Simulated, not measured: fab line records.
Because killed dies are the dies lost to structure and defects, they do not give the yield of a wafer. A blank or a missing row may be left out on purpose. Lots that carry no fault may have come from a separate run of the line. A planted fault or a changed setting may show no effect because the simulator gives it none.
Comparing a struck lot with a sound one :: flow nand_harc :: 13 out of 1302 route steps
Sound: these wafers, L390.1, L390.4, L390.6. Struck: wafers L393.1, L393.4, L393.6. The cause is named last.
For every step that has rows: the tool of each side, followed by ch and its chambers, followed by its first start. Under that, the readings that differ: sound wafers :: struck wafers :: difference of the means :: sigmas: that difference in standard deviations of wafers without a fault.
alike: words and numbers the same on both sides, and readings whose means are apart by under 2 such deviations; not compared: readings that were withheld, readings missing a value for some wafer, numbers with overlapping values and no deviation given by the record, and bounds like >300 which may hide the same value.
The two part at a step that has a row with sigmas, a row that says differs or no value, or rows on one side only. Numbers that have no deviation but don't overlap get no sigmas and don't part them. A reading missing from all wafers of one side parts the sides only when that side holds two or more wafers.

first, 1 step without rows for these wafers: NHARC_A_SLIT_SRD_20.
NHARC_A_SLIT_CD_MEAS_21:
  sound on cd_sem-02, day 22 12:29; struck on cd_sem-01, day 23 18:05
reading: cd_nm (nm)
sound: 290.0 290.1 290.4
struck: 287.4 288.7 288.8
difference: -1.9
sigmas: -2
then, 3 steps without rows for these wafers: NHARC_A_SIN_REMOVE_WET_00 (chemistry H3PO4, time 15300 s); NHARC_A_SIN_REMOVE_PRECLEAN_01 (cleans in SC1); NHARC_A_SIN_REMOVE_SRD_02.
NHARC_A_SIN_REMOVE_INSPECT_04:
  sound on defect_inspect-01, day 22 19:04; struck on defect_inspect-01, day 24 00:19
  alike: raw_defect_count
NHARC_A_WL_FILL_ALD_00: deposits Al2O3, target thk 3 nm, pulse time 3 s, ald cycles 30.
  sound on ald_hk-03 ch 0,2, day 22 19:09; struck on ald_hk-04 ch 1,3, day 24 00:23
  alike: heater_power_w, precursor_pulse_height_rel
NHARC_A_WL_FILL_RTA_01: time 5 s.
  sound on rtp_anneal-02 ch 0, day 22 19:23; struck on rtp_anneal-02 ch 0, day 24 00:40
  alike: lamp_power_pct, lamp_zone_1_pct, lamp_zone_7_pct, wafer_temp_C_max
NHARC_A_WL_FILL_ALD_02: deposits TiN, target thk 2 nm, pulse time 3 s, ald cycles 100.
  sound on ald_metal-04 ch 1,3, day 22 19:35; struck on ald_metal-04 ch 2,3, day 24 00:57
  alike: heater_power_w, precursor_pulse_height_rel
NHARC_A_WL_FILL_CVD_03: deposits W, target thk 40 nm, time 279 s.
  sound on cvd_w-02 ch 0,1, day 22 20:02; struck on cvd_w-02 ch 0,1, day 24 01:47
  alike: heater_power_w, throttle_valve_pct
NHARC_A_WL_FILL_ETCHBACK_04: etches the open film in NF3, target depth 60 nm, time 120 s.
  sound on rie_metal-02 ch 0, day 22 20:26; struck on rie_metal-01 ch 1, day 24 02:09
reading: run_length_s (s)
sound: 140.92 140.90 140.78
struck: 155.55 155.48 155.59
difference: +14.67
sigmas: +51
  alike: drypump_motor_current_A, oes_product_au
  not compared: rf_hours_counter_h
NHARC_A_WL_FILL_ETCHBACK_05: etches the open film in Cl2/BCl3, target depth 22 nm, time 60 s.
  sound on rie_metal-02 ch 0,1, day 22 20:40; struck on rie_metal-01 ch 1, day 24 02:35
  alike: drypump_motor_current_A, oes_product_au, run_length_s
  not compared: rf_hours_counter_h
-- the record jumps here: 4 days lie between the struck wafers' starts before and after (it left off in module A_WL_FILL and takes up again in module END, whose first step shown is number 1302 of the route) --
NHARC_END_SORT_01:
  sound on prober-02 ch 0, day 26 19:29; struck on prober-02 ch 0, day 28 01:10
reading: killed_at_array
sound: 77 77 100
struck: 34 46 40
difference: -45
sigmas: -3

reading: killed_dies
sound: 77 81 102
struck: 43 54 46
difference: -39
sigmas: -3
  alike: killed_at_other, killed_at_periphery, killed_open, killed_short

== WHERE THEY PART ==
First at NHARC_A_SLIT_CD_MEAS_21; last, within this record, at NHARC_END_SORT_01.

WHY: the cause the simulator had injected
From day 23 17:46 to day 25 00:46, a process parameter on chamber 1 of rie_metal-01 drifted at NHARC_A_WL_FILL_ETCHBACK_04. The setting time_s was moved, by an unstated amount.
